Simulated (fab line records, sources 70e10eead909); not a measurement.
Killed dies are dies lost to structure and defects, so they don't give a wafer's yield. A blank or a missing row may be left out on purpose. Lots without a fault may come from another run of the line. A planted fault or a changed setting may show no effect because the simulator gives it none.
Chamber matching | flow nand_harc | NHARC_A_STAIRCASE_ETCH_313 on rie_diel-01: 4 sister chambers
The step etches the open film in CF4/CHF3. 8 wafers are shown with their chamber, then 9 later ones without.

WAFERS WITH THEIR CHAMBER
wafer  | chamber | showerhead_plenum_p_Torr (Torr) | drypump_motor_current_A (A)
L082.4 | 0       | 1.47                            | 6.3
L082.6 | 1       | 1.59                            | 5.7
L085.1 | 3       | 1.64                            | 6.2
L085.5 | 0       | 1.46                            | 6.4
L085.6 | 1       | 1.59                            | 5.7
L089.2 | 3       | 1.64                            | 6.3
L089.3 | 2       | 1.57                            | 6.6
L089.5 | 2       | 1.57                            | 6.6

WAFERS WITHOUT THEIR CHAMBER
wafer  | showerhead_plenum_p_Torr (Torr) | drypump_motor_current_A (A)
L091.1 | 1.59                            | 5.7
L091.5 | 1.59                            | 5.7
L091.6 | 1.57                            | 6.6
L093.2 | 1.59                            | 5.7
L093.3 | 1.56                            | 6.6
L093.6 | 1.64                            | 6.2
L096.1 | 1.64                            | 6.3
L096.2 | 1.56                            | 6.7
L096.3 | 1.46                            | 6.3

WHICH CHAMBER EACH WENT THROUGH
wafer  | from the rows above | in truth
L091.1 | 1                   | 1
L091.5 | 1                   | 1
L091.6 | 2                   | 2
L093.2 | 1                   | 1
L093.3 | 2                   | 2
L093.6 | 3                   | 3
L096.1 | 3                   | 3
L096.2 | 2                   | 2
L096.3 | 0                   | 0
Placed correctly: 9 of 9. Can't be placed from these rows: 0. Placed wrongly: 0.
How it was worked out, from the rows above alone: a wafer's distance from a chamber is the root of the sum, over the readings, of the square of ((its reading less the chamber's mean) divided by the reading's scatter). The wafer belongs to the nearest chamber; if the next one is less than 2 further off, it can't be placed. A chamber's mean is the mean of its shown wafers. The scatter: the root of (the sum of the squares of (reading less its chamber's mean) over the shown wafers, divided by (wafers less chambers)).
